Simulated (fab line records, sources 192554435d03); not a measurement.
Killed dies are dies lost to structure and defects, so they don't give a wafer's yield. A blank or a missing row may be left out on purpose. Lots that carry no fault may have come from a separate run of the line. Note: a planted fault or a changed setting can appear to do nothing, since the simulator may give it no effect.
A lot that was struck, set against a sound lot    flow n5-finfet    16 out of 1938 route steps
Sound: wafers L736.1, L736.3, L736.6. Struck: wafers L742.2, L742.5 (left out: L742.6, a lot-mate that was not struck); the cause follows at the end.
At each step with rows: each side's tool, then ch and its chambers, then its first start. Under that, the readings that differ: sound wafers    struck wafers    difference of the means    sigmas: that difference in standard deviations of wafers without a fault.
alike: same words and numbers on both sides, and readings whose means sit less than 2 such deviations apart. not compared: any withheld reading, any reading some wafer has no value for, any bound like >300 that may hide the same value, and any number with overlapping values for which the record gives no deviation.
A row with sigmas, a row that says differs or no value, or rows on one side alone: a step with any of these is where the two part. Numbers that have no deviation but don't overlap get no sigmas and don't part them. A reading that every wafer of one side lacks parts them only if that side has two wafers or more.

N5_SDB_CD_MEAS_11: the cd target is 50 nm.
  sound on cd-sem-03 ch 0, day 5 06:50; struck on cd-sem-03 ch 0, day 6 20:28
  alike: cd-nm
N5_SDB_OVL_MEAS_12:
  sound on overlay-01 ch 0, day 5 06:52; struck on overlay-02 ch 0, day 6 20:29
  alike: SDB_OVL
N5_SDB_INSPECT_13: inspects for defects (brightfield).
  sound: defect-inspect-02 at day 5 06:53; struck: defect-inspect-02 at day 6 20:31
  alike: raw-defect-count
N5_SDB_DESCUM_16: chemistry O2, time 7.9 s.
  sound on rie-diel-03 ch 0,2, day 5 07:10; struck on rie-diel-03 ch 0,2, day 6 20:33
  alike: drypump-motor-current-A, oes-product-au, rf-vpp-V, showerhead-plenum-p-Torr, throttle-valve-pct
  not compared: rf-hours-counter-h
N5_SDB_ETCH_17: etches SiARC in CF4, target depth 23.4 nm, time 39 s.
  sound on rie-diel-03 ch 0,2, day 5 07:13; struck on rie-diel-03 ch 0,2, day 6 20:35
  alike: drypump-motor-current-A, etch-rf-on-time-s, oes-product-au, rf-vpp-V, showerhead-plenum-p-Torr, throttle-valve-pct
  not compared: rf-hours-counter-h
N5_SDB_ETCH_18: etches SOC in N2/H2, target depth 100 nm, overetch 20 nm, time 150 s.
  sound on rie-diel-03 ch 0,2, day 5 07:14; struck on rie-diel-03 ch 0,2, day 6 20:37
  alike: drypump-motor-current-A, oes-product-au, rf-vpp-V, showerhead-plenum-p-Torr, throttle-valve-pct
  not compared: rf-hours-counter-h
then, 1 step without rows for these wafers: N5_SDB_STRIP_19 (strips in N2/H2).
N5_SDB_STRIP_21: strips in CF4.
  sound on rie-diel-03 ch 0,2, day 5 07:23; struck on rie-diel-03 ch 0,2, day 6 20:45
  alike: drypump-motor-current-A, oes-product-au, rf-vpp-V, showerhead-plenum-p-Torr, throttle-valve-pct
  not compared: rf-hours-counter-h
then, 4 steps without rows for these wafers: N5_SDB_HM_OPEN_20 (chemistry CH3F/O2, target SiNx, stops on poly-Si, target depth 24 nm); N5_SDB_STRIP_22 (strips in N2/H2); N5_SDB_PRECLEAN_23 (cleans in dHF, time 30 s); N5_SDB_DUMMY_REMOVE_24 (chemistry TMAH, target poly-Si, stops on SiO2, target depth 142 nm, time 57 s, rinse time 30 s).
N5_SDB_ETCH_25: etches SiO2 in C4F6/O2, target depth 10 nm, time 3.3 s.
  sound on rie-diel-04 ch 1,2,3, day 5 08:16; struck on rie-diel-04 ch 0,2, day 6 21:39
reading                   sound             struck       difference  sigmas
oes-product-au (a.u.)     0.91 0.91 0.71    0.67 0.61    -0.20       -2
model.etch.depth-nm (nm)  10.32 10.3 9.981  8.004 7.888  -2.254      
  alike: drypump-motor-current-A, rf-vpp-V, showerhead-plenum-p-Torr, throttle-valve-pct
  not compared: rf-hours-counter-h
N5_SDB_CUT_ETCH_26: etches Si in HBr/Cl2/O2, target depth 129.6 nm, bt time 20 s, time 51.8 s.
  sound on rie-si-02 ch 1,3, day 5 08:21; struck on rie-si-02 ch 1,2, day 6 21:44
  alike: drypump-motor-current-A, oes-product-au, throttle-valve-pct
  not compared: rf-hours-counter-h
-- the record jumps here: 4 days lie between the struck wafers' starts before and after (it left off in module SDB and takes up again in module BEOL_M4, whose first step shown is number 1111 of the route) --
N5_BEOL_M4_RC_MEAS_101:
  sound on prober-01 ch 0, day 9 12:20; struck on prober-02 ch 0, day 10 22:13
  alike: DIBL_N, DIBL_P, IOFF_N, IOFF_P, ION_N, ION_P, SS_N, SS_P, VT_N, VT_P
then, 1 step without rows for these wafers: N5_PASSIVATION_PROBE_49.

WHERE THEY PART
Only at N5_SDB_ETCH_25, within this record. Later steps at which nothing parts them and some readings are alike: N5_SDB_CUT_ETCH_26, N5_BEOL_M4_RC_MEAS_101.

WHY: what the simulator had put in
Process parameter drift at N5_SDB_ETCH_25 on rie-diel-04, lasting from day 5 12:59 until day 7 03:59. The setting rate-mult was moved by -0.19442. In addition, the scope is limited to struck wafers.
